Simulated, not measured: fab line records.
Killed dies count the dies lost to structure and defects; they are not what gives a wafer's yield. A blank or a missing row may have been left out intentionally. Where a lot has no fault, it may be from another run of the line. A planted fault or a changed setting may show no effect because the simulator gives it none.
fab line records ; flow n5-finfet
[record] lots = 4; wafers = 12; last-day = 16
route steps=1938 shown BEOL_M4@1099 BEOL_M5@1112 BEOL_M11@1554 PASSIVATION@1936
lots that met no fault: from a run of the same line without faults
start-h: hours from the record's opening day to when the first of the lot's shown wafers began ; wait-h: hours since the lot's step before ; " the same as in the row above ; L1.1+2: a row that stands for several wafers ; - value missing, or start not given ; * or withheld: withheld ; < > ~ a bound
route shown NAME@n: a module of which the file shows steps, and the number in the route of the first ; usual: average and standard deviation across the fault-free wafers ; same: alike in all rows ; chamber/n: place in a boat ; sites: per-site readings ; _std_site: standard deviation across them ; _edge_site: mean of outer sites minus mean of inner sites ; radius-mm: for every site, how far away it sits from the centre of the wafer ; mask NAME#n: copy n ; behind: the tool/chamber that last shaped the wafer ; hold: reason for holding the lot/hours on hold/outcome of the hold ; device: the transistor (n, p or np) that didn't switch ; end of line: the route-end tests of the same wafers ; a step without rows: its recipe alone ; killed: not the wafer's yield, but the dies lost to structure and defects at the first sort ; map: a wafer's dies, marking killed ones x, the rest . and places with no die _
set.NAME: the run value of the setting; set.NAME@STEP: its run value at that earlier step ; model.NAME: the simulator's own value behind a step, which no gauge read
lots seen at some steps along the route; tables by step, rows by wafer
services: a tool's chamber out of use, with start hour (start-h, from the record's first day; less than 0 if before it), hours out, and reason
[[steps]]
[step N5_BEOL_M4_ANNEAL_95]
[recipe] temp-c = 400; time-s = 240; ambient = vacuum
[step N5_BEOL_M4_SPUTTER_96]
[recipe] material = Cu; target-thk-a = 45; temp-c = -20; chamber-pressure-pa = 0.07; power-w = withheld; time-s = 8.29
[step N5_BEOL_M4_ECD_50]
[recipe] material = Cu; target-thk-a = 3000
[step N5_BEOL_M4_ANNEAL_51]
[recipe] temp-c = 225; time-s = 90; ambient = N2
[step N5_BEOL_M4_CMP_52]
[recipe] stop-on = SiOC; t-overpolish-s = 6.8; down-force-psi = 1; platen-rpm = 50; clearing-platen-down-force-psi = 1.5; clearing-platen-rpm = 50; post-cmp-clean = cu-alkaline; target-thk-nm = 40; clearing-platen-pad-velocity-m-s = 0.99484; pad-velocity-m-s = 0.99484
[step N5_BEOL_M4_PRE_CLEAN_60]
[recipe] gas = NH3/H2; time-s = 15; temp-c = *; rf-power-w = 300
[step N5_BEOL_M4_CO_CAP_55]
[recipe] material = Co; target-thk-a = 20; temp-c = 200; precursor = CCTBA/H2; pressure-torr = 30; time-s = 102.1
[step N5_BEOL_M4_PRE_CLEAN_56]
[recipe] gas = NH3; time-s = 15; temp-c = withheld; rf-power-w = 300
[step N5_BEOL_M4_DEP_57]
[recipe] material = SiCN; target-thk-a = 80; temp-c = withheld; precursor = 3MS/NH3; pressure-torr = 3; rf-w = 202; time-s = 14
[step N5_BEOL_M4_RC_MEAS_101]
[usual] DIBL_N = 36.1/2; DIBL_P = 36.3/2.4; IOFF_N = 0.15/0.035; IOFF_P = 0.21/0.039; ION_N = 672/15; ION_P = 463/9.7; SS_N = 71.5/0.7; SS_P = 73.2/0.75; VT_N = 251/3.6; VT_P = -250/3.8
lot.wafer;tool;chamber;start-h;wait-h;DIBL_N[mV/V];DIBL_P[mV/V];IOFF_N[nA/um];IOFF_P[nA/um];ION_N[uA/um];ION_P[uA/um];SS_N[mV/dec];SS_P[mV/dec];VT_N[mV];VT_P[mV]
L980.1;prober-02;0;191.87;0.0;35.9;38.5;0.14;0.18;668;455;71.6;73.0;250;-256
L980.5;prober-02;0;191.87;0.0;34.9;37.1;0.12;0.16;656;446;70.9;73.8;254;-259
L980.6;prober-02;0;191.87;0.0;34.2;35.8;0.11;0.14;664;453;71.4;73.5;254;-258
L987.1;prober-01;0;221.28;0.0;37.0;37.9;0.14;0.19;662;449;71.8;73.5;252;-252
L987.5;prober-01;0;221.28;0.0;37.1;36.8;0.15;0.18;660;443;72.5;73.1;253;-254
L987.6;prober-01;0;221.28;0.0;38.5;40.0;0.20;0.22;683;458;72.6;74.4;249;-251
L986.1;prober-02;0;221.81;0.0;33.9;32.0;0.11;0.17;651;458;71.1;72.3;255;-247
L986.3;prober-02;0;221.81;0.0;34.9;33.6;0.13;0.21;666;465;70.6;72.7;254;-247
L986.4;prober-02;0;221.81;0.0;33.7;32.1;0.11;0.19;639;456;70.9;72.5;258;-247
L995.1;prober-02;0;284.39;0.0;36.1;35.6;0.13;0.18;652;458;71.1;73.5;256;-253
L995.3;prober-02;0;284.39;0.0;39.0;39.6;0.20;0.26;683;470;71.3;74.1;247;-252
L995.5;prober-02;0;284.39;0.0;38.8;40.2;0.18;0.25;683;464;72.2;74.4;250;-250
[step N5_BEOL_M5_ILD_DEP_00]
[recipe] material = SiCOH_lowk; target-thk-a = 1406.4; temp-c = 300; precursor = DEMS/porogen; pressure-torr = 5; rf-w = 500; time-s = 25.9
[step N5_BEOL_M5_CURE_79]
[recipe] temp-c = 385; time-s = 240; ambient = He/Ar; material = SiCOH_lowk
[step N5_BEOL_M5_PECVD_70]
[recipe] material = SiO2; target-thk-a = 160; temp-c = 400; precursor = TEOS/O2; pressure-torr = 5.5; rf-w = 450; teos-flow-sccm = 53.8; gas = O2; flow-sccm = 3000; time-s = 18
[step N5_BEOL_M5_HM_DEP_02]
[recipe] material = TiN; target-thk-a = 200; temp-c = 25; chamber-pressure-pa = 0.49996
[step N5_BEOL_M5_COAT_59]
[recipe] resist = SOC; temp-c = 250; time-s = 60; spin-rpm = 1500; resist-thk-nm = 60
[step N5_BEOL_M5_COAT_60]
[recipe] resist = SiARC; temp-c = 220; time-s = 60; spin-rpm = 1500; resist-thk-nm = 12
[step N5_BEOL_M5_COAT_71]
[recipe] resist = underlayer; temp-c = 205; time-s = 60; spin-rpm = 1500; resist-thk-nm = 5
[step N5_BEOL_M5_COAT_05]
[recipe] resist = CAR-EUV; spin-rpm = 1500; resist-thk-nm = 30
[step N5_BEOL_M5_EBR_07]
[recipe] solvent = PGMEA; ebr-width-mm = 1.5
[step N5_BEOL_M5_SOFTBAKE_06]
[recipe] temp-c = 110; time-s = 60; resist = CAR-EUV
[step N5_BEOL_M5_EXPOSE_08]
[recipe] mask-id = M5; na = 0.33; source-shape = annular; sigma-inner = 0.4; sigma-outer = 0.8; polarization = unpolarized; target-cd-nm = 28; dose-mj = 35.75
[step N5_BEOL_M5_PEB_09]
[recipe] peb-temp-c = 100; peb-time-s = 60; resist = CAR-EUV
[step N5_BEOL_M5_DEVELOP_10]
[recipe] develop-time-s = 30; developer = TMAH; resist = CAR-EUV; rinse-liquid = surfactant-rinse; dry = air-spin; dev-temp-c = 23
[step N5_BEOL_M5_DESCUM_16]
[recipe] chemistry = O2; time-s = 7; source-power-w = 50; bias-power-w = 20; pressure-mtorr = 20; rf-frequency-hz = 2.712e+07; temp-c = 40; resist = CAR-EUV; o2-flow-sccm = 225
[step N5_BEOL_M5_ETCH_72]
[recipe] chemistry = N2/H2; target = underlayer; target-depth-a = 65; mask-material = CAR-EUV; time-s = 5.2; ion-energy-ev = 200; pressure-mtorr = 30; source-w = 840; bias-w = 150; n2-flow-sccm = 200; h2-flow-sccm = 200; ends = cleared
[step N5_BEOL_M5_ETCH_61]
[recipe] chemistry = CF4; target = SiARC; target-depth-a = 156; mask-material = CAR-EUV; time-s = 26; ion-energy-ev = 80; pressure-mtorr = 40; source-w = 545; bias-w = 36; Ar_flow_sccm = 100; cf4-flow-sccm = 100; ends = cleared
[step N5_BEOL_M5_ETCH_62]
[recipe] chemistry = N2/H2; target = SOC; target-depth-a = 750; overetch-a = 150; mask-material = SiARC; temp-c = 40; time-s = 112.5; ion-energy-ev = 200; pressure-mtorr = 30; source-w = 840; bias-w = 150; n2-flow-sccm = 200; h2-flow-sccm = 200
[step N5_BEOL_M5_STRIP_63]
[recipe] chemistry = N2/H2; temp-c = 40; n2-flow-sccm = 200; h2-flow-sccm = 200; rf-frequency-hz = 6e+07
[step N5_BEOL_M5_STRIP_73]
[recipe] chemistry = N2/H2; temp-c = 40; n2-flow-sccm = 200; h2-flow-sccm = 200; rf-frequency-hz = 6e+07
[step N5_BEOL_M5_STRIP_64]
[recipe] chemistry = CF4; resist = SiARC; power-w = 300; bias-power-w = 75; pressure-mtorr = 50; cf4-flow-sccm = 150; rf-frequency-hz = 6e+07
[step N5_BEOL_M5_HM_OPEN_17]
[recipe] chemistry = Cl2/BCl3; target-depth-a = 200; overetch-a = 60; target = TiN; mask-material = SOC; ion-energy-ev = 150; pressure-mtorr = 10; icp-w = 1000; bias-w = 126; Cl2_flow_sccm = 53.25; bcl3-flow-sccm = 21.75; Ar_flow_sccm = 25
[step N5_BEOL_M5_STRIP_19]
[recipe] chemistry = O2; power-w = 400; temp-c = 40; pressure-mtorr = 30; rf-frequency-hz = 6e+07; bias-power-w = 0; overash-fraction = 0.2; o2-flow-sccm = 225
[step N5_BEOL_M5_COAT_65]
[recipe] resist = SOC; temp-c = 250; time-s = 60; spin-rpm = 1500; resist-thk-nm = 60
[step N5_BEOL_M5_COAT_66]
[recipe] resist = SiARC; temp-c = 220; time-s = 60; spin-rpm = 1500; resist-thk-nm = 12
[step N5_BEOL_M11_ETCH_62]
[recipe] chemistry = N2/H2; target = SOC; target-depth-a = 1100; overetch-a = 220; mask-material = SiARC; temp-c = 40; time-s = 165; ion-energy-ev = 200; pressure-mtorr = 30; source-w = 840; bias-w = 150; n2-flow-sccm = 200; h2-flow-sccm = 200
[usual] bias-w = 150.0/0.47; drypump-motor-current-A = 5.9/0.47; oes-product-au = 0.69/0.065; rf-vpp-V = 523.6/2.2; showerhead-plenum-p-Torr = 2.53/0.077; throttle-valve-pct = 17.7/0.32
lot.wafer;tool;chamber;start-h;wait-h;bias-w;drypump-motor-current-A;oes-product-au;rf-hours-counter-h;rf-vpp-V;showerhead-plenum-p-Torr;throttle-valve-pct;model.etch.depth-nm;model.SiARC_of_BEOL_M11_COAT_60.thk-nm
L980.1;rie-diel-06;3;252.19;0.0;150.0;5.4;0.72;56;527.3;2.68;17.4;100.5;23.8
L980.5;rie-diel-06;3;252.19;0.0;150.0;5.4;0.72;-;528.3;2.68;17.4;100.3;23.8
L980.6;rie-diel-06;2;252.19;0.0;149.3;5.4;0.64;-;524.7;2.54;18.3;100.9;23.8
L986.1;rie-diel-06;2;279.10;0.0;150.0;5.4;0.63;192;525.0;2.54;18.3;100.3;23.8
L986.3;rie-diel-06;3;279.10;0.0;-;5.4;0.83;66;528.4;2.68;17.5;80.44;26
L986.4;rie-diel-06;0;279.10;0.0;149.9;6.0;0.67;108;525.3;2.57;18.0;100.3;23.4
L987.1;rie-diel-06;0;279.56;0.0;149.7;6.1;0.67;108;524.8;2.57;18.1;99.88;23.4
L987.5;rie-diel-06;2;279.56;0.0;-;5.4;0.70;-;524.4;2.54;18.3;74.69;26.2
L987.6;rie-diel-06;3;279.56;0.0;-;5.4;0.83;-;526.7;2.68;17.5;80.77;26
L995.1;rie-diel-02;1;343.24;0.0;150.1;6.6;0.65;142;523.1;2.54;17.6;100.4;23.2
L995.3;rie-diel-02;2;343.24;0.0;150.5;6.1;0.74;46;523.4;2.51;18.2;100.5;23.6
L995.5;rie-diel-02;1;343.24;0.0;149.9;6.6;0.64;-;522.8;2.54;17.6;100.4;23.4
[step N5_BEOL_M11_HM_OPEN_17]
[recipe] chemistry = Cl2/BCl3; target-depth-a = 200; overetch-a = 60; target = TiN; mask-material = SOC; ion-energy-ev = 150; pressure-mtorr = 10; icp-w = 1000; bias-w = 126; Cl2_flow_sccm = 53.25; bcl3-flow-sccm = 21.75; Ar_flow_sccm = 25
[usual] bias-w = 126.0/0.36; drypump-motor-current-A = 5.8/0.4; oes-product-au = 0.66/0.074; throttle-valve-pct = 22.29/0.24
lot.wafer;tool;chamber;start-h;wait-h;bias-w;drypump-motor-current-A;oes-product-au;rf-hours-counter-h;throttle-valve-pct
L980.1;rie-metal-01;1;252.38;0.0;125.4;4.9;0.67;39;21.99
L980.5;rie-metal-01;0;252.38;0.0;126.5;5.6;0.63;-;22.29
L980.6;rie-metal-01;1;252.38;0.0;125.7;4.9;0.67;-;21.99
L986.1;rie-metal-02;1;279.28;0.0;125.6;6.3;0.66;36;22.45
L986.3;rie-metal-02;1;279.28;0.0;126.2;6.3;0.29;-;23.11
L986.4;rie-metal-02;0;279.28;0.0;125.5;6.0;0.60;-;22.58
L987.1;rie-metal-03;1;279.75;0.0;125.9;6.1;0.53;113;22.23
L987.5;rie-metal-03;0;279.75;0.0;126.2;5.8;0.31;-;23.00
L987.6;rie-metal-03;1;279.75;0.0;126.3;6.1;0.23;-;22.88
L995.1;rie-metal-02;1;343.43;0.0;126.2;6.3;0.64;44;22.47
L995.3;rie-metal-02;0;343.43;0.0;126.2;5.9;0.58;-;22.60
L995.5;rie-metal-02;1;343.43;0.0;126.1;6.3;0.63;-;22.48
[step N5_BEOL_M11_CD_MEAS_18]
[recipe] pitch-nm = 140; target-cd-nm = 70
[usual] cd-nm = 70.1/0.96
lot.wafer;tool;chamber;start-h;wait-h;cd-nm
L980.1;cd-sem-01;-;252.56;0.0;67.9
L980.5;cd-sem-01;-;252.56;0.0;68.4
L980.6;cd-sem-01;-;252.56;0.0;69.1
L986.1;cd-sem-01;-;279.46;0.0;70.0
L986.3;cd-sem-01;-;279.46;0.0;-
L986.4;cd-sem-01;-;279.46;0.0;70.1
L987.1;cd-sem-03;-;279.93;0.0;71.3
L987.5;cd-sem-03;-;279.93;0.0;-
L987.6;cd-sem-03;-;279.93;0.0;-
L995.1;cd-sem-03;-;343.70;0.0;71.0
L995.3;cd-sem-03;-;343.70;0.0;69.9
L995.5;cd-sem-03;-;343.70;0.0;70.8
[step N5_BEOL_M11_VIA_ETCH_34]
[recipe] chemistry = C4F6/O2; target = SiCOH_lowk; target-depth-a = 1845; mask-material = SOC; taper-deg = 4; time-s = 69.2; ion-energy-ev = 250; pressure-mtorr = 30; source-w = 345; bias-w = 185; Ar_flow_sccm = 300; C4F6_flow_sccm = 10; O2_flow_sccm = 10
[usual] bias-w = 185.0/0.55; drypump-motor-current-A = 5.9/0.46; oes-product-au = 0.82/0.08; rf-vpp-V = 676/19; showerhead-plenum-p-Torr = 2.84/0.089; throttle-valve-pct = 20.84/0.28
lot.wafer;tool;chamber;start-h;wait-h;bias-w;drypump-motor-current-A;oes-product-au;rf-hours-counter-h;rf-vpp-V;showerhead-plenum-p-Torr;throttle-valve-pct
L980.1;rie-diel-03;2;254.10;0.0;184.7;6.6;0.88;33;689;2.90;20.69
L980.5;rie-diel-03;2;254.10;0.0;184.7;6.6;0.89;-;690;2.90;20.68
L980.6;rie-diel-03;3;254.10;0.0;184.2;5.7;0.65;-;675;2.91;21.09
L986.1;rie-diel-06;1;280.25;0.0;184.4;5.5;0.90;36;671;2.78;20.73
L986.3;rie-diel-06;3;280.25;0.0;184.0;5.4;0.31;66;681;3.01;20.57
L986.4;rie-diel-06;0;280.25;0.0;185.0;6.0;0.80;109;653;2.88;21.18
L987.1;rie-diel-06;2;281.68;0.0;184.8;5.4;0.71;193;695;2.81;21.14
L987.5;rie-diel-06;2;281.68;0.0;185.0;5.4;0.28;-;694;2.81;21.02
L987.6;rie-diel-06;3;281.68;0.0;185.7;5.4;0.32;-;682;3.00;20.56
L995.1;rie-diel-03;1;346.08;0.0;184.2;5.7;0.71;226;649;2.70;21.23
L995.3;rie-diel-03;2;346.08;0.0;184.7;6.6;0.85;62;689;2.89;20.70
L995.5;rie-diel-03;2;346.08;0.0;185.0;6.6;0.85;-;688;2.89;20.72
[step N5_BEOL_M11_OCD_MEAS_38]
[usual] trench-depth-nm = 148/3.7
lot.wafer;tool;chamber;start-h;wait-h;trench-depth-nm
L980.1;ocd-02;-;254.39;-;150
L980.5;ocd-02;-;254.39;-;148
L980.6;ocd-02;-;254.39;-;141
L986.1;ocd-02;-;280.53;-;154
L986.3;ocd-02;-;280.53;-;-
L986.4;ocd-02;-;280.53;-;152
L987.1;ocd-01;-;281.97;-;143
L987.5;ocd-01;-;281.97;-;-
L987.6;ocd-01;-;281.97;-;-
L995.1;ocd-02;-;346.36;-;148
L995.3;ocd-02;-;346.36;-;148
L995.5;ocd-02;-;346.36;-;148
[step N5_PASSIVATION_PROBE_49]
[usual] defect-limited-yield = 91.1/1.6; killed_at_M0_to_M3 = 35/11; killed_at_M4_up = 13/5.4; killed-at-contacts = 13/6.5; killed-at-front-end = 40/14; killed-at-other = 4/3.1; killed-dies = 105/18; killed-on-rim = 14/4.1; killed-open = 69/14; killed-short = 34/7.3; sort_bin_5_function = 5.2/0.96; sort_bin_6_memory = 3.4/0.77; sort_bin_8_speed = 0.02/0.13; sort-n-pass = 1075/19; sort-yield-pct = 91.1/1.6
[same] gross-dies = 1180; killed-at-back-side = 0; sort_bin_4_leakage[%] = 0
lot.wafer;tool;chamber;start-h;wait-h;defect-limited-yield[%];killed_at_M0_to_M3;killed_at_M4_up;killed-at-contacts;killed-at-front-end;killed-at-other;killed-dies;killed-on-rim;killed-open;killed-short;sort_bin_5_function[%];sort_bin_6_memory[%];sort_bin_8_speed[%];sort-n-pass;sort-yield-pct[%]
L986.3;prober-02;-;327.70;0.1;0;15;1113;18;33;1;1180;152;50;30;97.7;2.1;0;0;0
L987.5;prober-01;-;328.69;0.2;0;26;1100;13;41;0;1180;152;53;36;96.2;3.3;0;0;0
L987.6;prober-01;-;328.74;0.3;0;37;1104;9;27;3;1180;152;72;24;96.4;3.5;0;0;0
// killed by level:class
L986.3 BEOL_M11:area-etch=1099 MOL_CONTACT_COAG:geometric-particle:open=14 BEOL_M4:geometric-particle:open=7 FIN_SAQP:geometric-particle:short=6 BEOL_M0_SAQP:geometric-particle:short=5 STI_FIN_REVEAL:geometric-particle:open=4 ILD0:geometric-particle:short=4 MOL_CONTACT_COAG:geometric-particle:short=4
L987.5 BEOL_M11:area-etch=1090 GATE_CUT:geometric-particle:short=12 FIN_SAQP:geometric-particle:open=10 MOL_CONTACT_COAG:geometric-particle:open=8 GATE_CUT:geometric-particle:open=5 MOL_CONTACT_COAG:geometric-particle:short=5 BEOL_M0_SAQP:geometric-particle:short=4 BEOL_M3:geometric-particle:open=4
L987.6 BEOL_M11:area-etch=1083 BEOL_M3:geometric-particle:open=11 BEOL_M4:geometric-particle:open=11 BEOL_M0_SAQP:geometric-particle:open=9 BEOL_M0_SAQP:geometric-particle:short=7 FIN_SAQP:geometric-particle:open=6 MOL_CONTACT_COAG:geometric-particle:open=6 STI_FIN_REVEAL:geometric-particle:open=5
// map L986.3 (x killed, . not)
_________________xxxxxxxxxxxx________________
______________xxxxxxxxxxxxxxxxxx_____________
___________xxxxxxxxxxxxxxxxxxxxxxxx__________
__________xxxxxxxxxxxxxxxxxxxxxxxxxx_________
________xxxxxxxxxxxxxxxxxxxxxxxxxxxxxx_______
_______xxxxxxxxxxxxxxxxxxxxxxxxxxxxxxxx______
______xxxxxxxxxxxxxxxxxxxxxxxxxxxxxxxxxx_____
_____xxxxxxxxxxxxxxxxxxxxxxxxxxxxxxxxxxxx____
____xxxxxxxxxxxxxxxxxxxxxxxxxxxxxxxxxxxxxx___
___xxxxxxxxxxxxxxxxxxxxxxxxxxxxxxxxxxxxxxxx__
___xxxxxxxxxxxxxxxxxxxxxxxxxxxxxxxxxxxxxxxx__
__xxxxxxxxxxxxxxxxxxxxxxxxxxxxxxxxxxxxxxxxxx_
__xxxxxxxxxxxxxxxxxxxxxxxxxxxxxxxxxxxxxxxxxx_
_xxxxxxxxxxxxxxxxxxxxxxxxxxxxxxxxxxxxxxxxxxxx
_xxxxxxxxxxxxxxxxxxxxxxxxxxxxxxxxxxxxxxxxxxxx
_xxxxxxxxxxxxxxxxxxxxxxxxxxxxxxxxxxxxxxxxxxxx
_xxxxxxxxxxxxxxxxxxxxxxxxxxxxxxxxxxxxxxxxxxxx
_xxxxxxxxxxxxxxxxxxxxxxxxxxxxxxxxxxxxxxxxxxxx
_xxxxxxxxxxxxxxxxxxxxxxxxxxxxxxxxxxxxxxxxxxxx
_xxxxxxxxxxxxxxxxxxxxxxxxxxxxxxxxxxxxxxxxxxxx
_xxxxxxxxxxxxxxxxxxxxxxxxxxxxxxxxxxxxxxxxxxxx
__xxxxxxxxxxxxxxxxxxxxxxxxxxxxxxxxxxxxxxxxxx_
__xxxxxxxxxxxxxxxxxxxxxxxxxxxxxxxxxxxxxxxxxx_
___xxxxxxxxxxxxxxxxxxxxxxxxxxxxxxxxxxxxxxxx__
___xxxxxxxxxxxxxxxxxxxxxxxxxxxxxxxxxxxxxxxx__
____xxxxxxxxxxxxxxxxxxxxxxxxxxxxxxxxxxxxxx___
_____xxxxxxxxxxxxxxxxxxxxxxxxxxxxxxxxxxxx____
______xxxxxxxxxxxxxxxxxxxxxxxxxxxxxxxxxx_____
_______xxxxxxxxxxxxxxxxxxxxxxxxxxxxxxxx______
________xxxxxxxxxxxxxxxxxxxxxxxxxxxxxx_______
__________xxxxxxxxxxxxxxxxxxxxxxxxxx_________
___________xxxxxxxxxxxxxxxxxxxxxxxx__________
______________xxxxxxxxxxxxxxxxxx_____________
_________________xxxxxxxxxxxx________________
// map L987.5 (x killed, . not)
_________________xxxxxxxxxxxx________________
______________xxxxxxxxxxxxxxxxxx_____________
___________xxxxxxxxxxxxxxxxxxxxxxxx__________
__________xxxxxxxxxxxxxxxxxxxxxxxxxx_________
________xxxxxxxxxxxxxxxxxxxxxxxxxxxxxx_______
_______xxxxxxxxxxxxxxxxxxxxxxxxxxxxxxxx______
______xxxxxxxxxxxxxxxxxxxxxxxxxxxxxxxxxx_____
_____xxxxxxxxxxxxxxxxxxxxxxxxxxxxxxxxxxxx____
____xxxxxxxxxxxxxxxxxxxxxxxxxxxxxxxxxxxxxx___
___xxxxxxxxxxxxxxxxxxxxxxxxxxxxxxxxxxxxxxxx__
___xxxxxxxxxxxxxxxxxxxxxxxxxxxxxxxxxxxxxxxx__
__xxxxxxxxxxxxxxxxxxxxxxxxxxxxxxxxxxxxxxxxxx_
__xxxxxxxxxxxxxxxxxxxxxxxxxxxxxxxxxxxxxxxxxx_
_xxxxxxxxxxxxxxxxxxxxxxxxxxxxxxxxxxxxxxxxxxxx
_xxxxxxxxxxxxxxxxxxxxxxxxxxxxxxxxxxxxxxxxxxxx
_xxxxxxxxxxxxxxxxxxxxxxxxxxxxxxxxxxxxxxxxxxxx
_xxxxxxxxxxxxxxxxxxxxxxxxxxxxxxxxxxxxxxxxxxxx
_xxxxxxxxxxxxxxxxxxxxxxxxxxxxxxxxxxxxxxxxxxxx
_xxxxxxxxxxxxxxxxxxxxxxxxxxxxxxxxxxxxxxxxxxxx
_xxxxxxxxxxxxxxxxxxxxxxxxxxxxxxxxxxxxxxxxxxxx
_xxxxxxxxxxxxxxxxxxxxxxxxxxxxxxxxxxxxxxxxxxxx
__xxxxxxxxxxxxxxxxxxxxxxxxxxxxxxxxxxxxxxxxxx_
__xxxxxxxxxxxxxxxxxxxxxxxxxxxxxxxxxxxxxxxxxx_
___xxxxxxxxxxxxxxxxxxxxxxxxxxxxxxxxxxxxxxxx__
___xxxxxxxxxxxxxxxxxxxxxxxxxxxxxxxxxxxxxxxx__
____xxxxxxxxxxxxxxxxxxxxxxxxxxxxxxxxxxxxxx___
_____xxxxxxxxxxxxxxxxxxxxxxxxxxxxxxxxxxxx____
______xxxxxxxxxxxxxxxxxxxxxxxxxxxxxxxxxx_____
_______xxxxxxxxxxxxxxxxxxxxxxxxxxxxxxxx______
________xxxxxxxxxxxxxxxxxxxxxxxxxxxxxx_______
__________xxxxxxxxxxxxxxxxxxxxxxxxxx_________
___________xxxxxxxxxxxxxxxxxxxxxxxx__________
______________xxxxxxxxxxxxxxxxxx_____________
_________________xxxxxxxxxxxx________________
[[services]]
tool;chamber;start-h;hours;kind
rie-diel-06;1;268.83;5.7;repair
rie-diel-03;0;288.35;3.7;repair
rie-diel-03;3;298.09;-;clean
rie-diel-03;3;298.09;-;consumable-replace:focus-ring
rie-diel-03;3;298.09;12.6;scheduled-down
rie-diel-03;3;298.09;12.6;vent-cycle
rie-diel-02;0;307.50;-;clean
rie-diel-02;0;307.50;-;consumable-replace:focus-ring
rie-diel-02;0;307.50;16.1;scheduled-down
rie-diel-02;0;307.50;16.1;vent-cycle
rie-metal-03;1;307.77;-;clean
rie-metal-03;1;307.77;16.0;scheduled-down
rie-metal-03;1;307.77;16.0;vent-cycle
rie-metal-01;-;314.85;14.6;pm
rie-metal-03;-;318.78;0.3;repair
[[key]]
[first-sign] step = N5_BEOL_M11_HM_OPEN_17; reading = oes-product-au; direction = down; sigmas = 5.2; usual = 0.66; struck = 0.28
[effect] step = N5_BEOL_M11_CD_MEAS_18; reading = cd-nm; direction = missing
[effect] step = N5_BEOL_M11_VIA_ETCH_34; reading = oes-product-au; direction = down; sigmas = 6.4; usual = 0.82; struck = 0.30
[effect] step = N5_BEOL_M11_OCD_MEAS_38; reading = trench-depth-nm; direction = missing
[effect] step = N5_PASSIVATION_PROBE_49; reading = killed_at_M4_up; direction = up; sigmas = 99+; usual = 13; struck = 1106
[model-effect] step = N5_BEOL_M11_ETCH_62; value = etch.depth-nm; without = 99.82; struck = 78.63
[more-kills-born-at] N5_BEOL_M11_ETCH_62@rie-diel-06 = 3272
met-at N5_BEOL_M11_ETCH_62
struck-wafers L986.3,L987.5,L987.6
later-rows-left-out L986.3,L987.5,L987.6
onset-between 252.19 279.10
[fault] kind = process-parameter-drift; tool = rie-diel-06; chamber = -; onset-h = 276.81; steps = N5_BEOL_M11_ETCH_62; channel = time-s; offset = *; shape = step; end-h = 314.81; scope = struck-wafers-only; acts-in = *; stated = *
// later-rows-left-out: the simulator's readings of these wafers behind a module that went badly wrong aren't trusted and aren't shown, but for the sort
